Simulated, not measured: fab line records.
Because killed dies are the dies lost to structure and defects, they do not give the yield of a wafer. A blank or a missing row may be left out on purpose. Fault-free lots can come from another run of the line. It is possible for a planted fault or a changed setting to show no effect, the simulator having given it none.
Comparing a struck lot with a sound one | flow n5-finfet | 14 out of 1938 route steps
Sound: these wafers, L864.1, L864.2, L864.6. Struck: wafers L859.2, L859.3, L859.4. Last of all comes the cause.
Order at every step that has rows: each side's tool, ch and its chambers, its first start. Under that, the readings that differ: sound wafers | struck wafers | difference of the means | sigmas: that difference in standard deviations of wafers without a fault.
alike: words and numbers the same on both sides, and readings whose means are apart by under 2 such deviations; not compared: readings that were withheld, readings missing a value for some wafer, numbers with overlapping values and no deviation given by the record, and bounds like >300 which may hide the same value.
A row with sigmas, a row that says differs or no value, or rows on one side alone: a step with any of these is where the two part. Non-overlapping numbers with no deviation appear without sigmas and do not part them. A reading that every wafer of one side lacks parts them only if that side has two wafers or more.

first, 1 step without rows for these wafers: N5_BEOL_M4_STRIP_75 (strips in N2/H2).
N5_BEOL_M4_STRIP_66: strips in CF4.
  sound on rie-diel-04 ch 0,1,2, day 11 07:04; struck on rie-diel-02 ch 0,1,2, day 10 20:10
  alike: drypump-motor-current-A, oes-product-au, rf-vpp-V, showerhead-plenum-p-Torr, throttle-valve-pct
  not compared: rf-hours-counter-h
N5_BEOL_M4_HM_OPEN_17: chemistry Cl2/BCl3, target TiN, target depth 20 nm, overetch 6 nm.
  sound on rie-metal-02 ch 0,1, day 11 07:07; struck on rie-metal-02 ch 0,1, day 10 20:13
  alike: bcl3-flow-sccm, drypump-motor-current-A, mfc-ar-sccm, oes-product-au, throttle-valve-pct
  not compared: rf-hours-counter-h
N5_BEOL_M4_STRIP_19: strips in O2.
  sound on rie-diel-04 ch 0,1,2, day 11 07:13; struck on rie-diel-02 ch 0,1,2, day 10 20:33
  alike: drypump-motor-current-A, oes-product-au, rf-vpp-V, showerhead-plenum-p-Torr, throttle-valve-pct
  not compared: rf-hours-counter-h
N5_BEOL_M4_CD_MEAS_18: pitch 36 nm, target cd 18 nm.
  struck on cd-sem-01, day 10 20:37; sound on cd-sem-02, day 11 07:17
  alike: cd-nm
then, 7 steps without rows for these wafers: N5_BEOL_M4_COAT_67 (time 60 s, resist thk 60 nm); N5_BEOL_M4_COAT_68 (time 60 s, resist thk 12 nm); N5_BEOL_M4_COAT_76 (time 60 s, resist thk 5 nm); N5_BEOL_M4_COAT_22 (resist thk 30 nm); N5_BEOL_M4_EBR_24; N5_BEOL_M4_SOFTBAKE_23 (time 60 s); N5_BEOL_M4_EXPOSE_25 (exposes mask V3, defocus 5 nm).
N5_BEOL_M4_PEB_26: peb time 60 s.
  sound on litho-track-02 ch 0, day 11 07:32; struck on litho-track-01, day 10 20:52
  no value came back on the struck wafers for chill-plate-temp-C (C), exhaust-pa (Pa); on the sound wafers chill-plate-temp-C (C) reads 23.03 23.07 23.08
then, 1 step without rows for these wafers: N5_BEOL_M4_DEVELOP_27 (develop time 30 s).

== WHERE THEY PART ==
Within this record, at N5_BEOL_M4_PEB_26 only.

WHY: what the simulator had put in
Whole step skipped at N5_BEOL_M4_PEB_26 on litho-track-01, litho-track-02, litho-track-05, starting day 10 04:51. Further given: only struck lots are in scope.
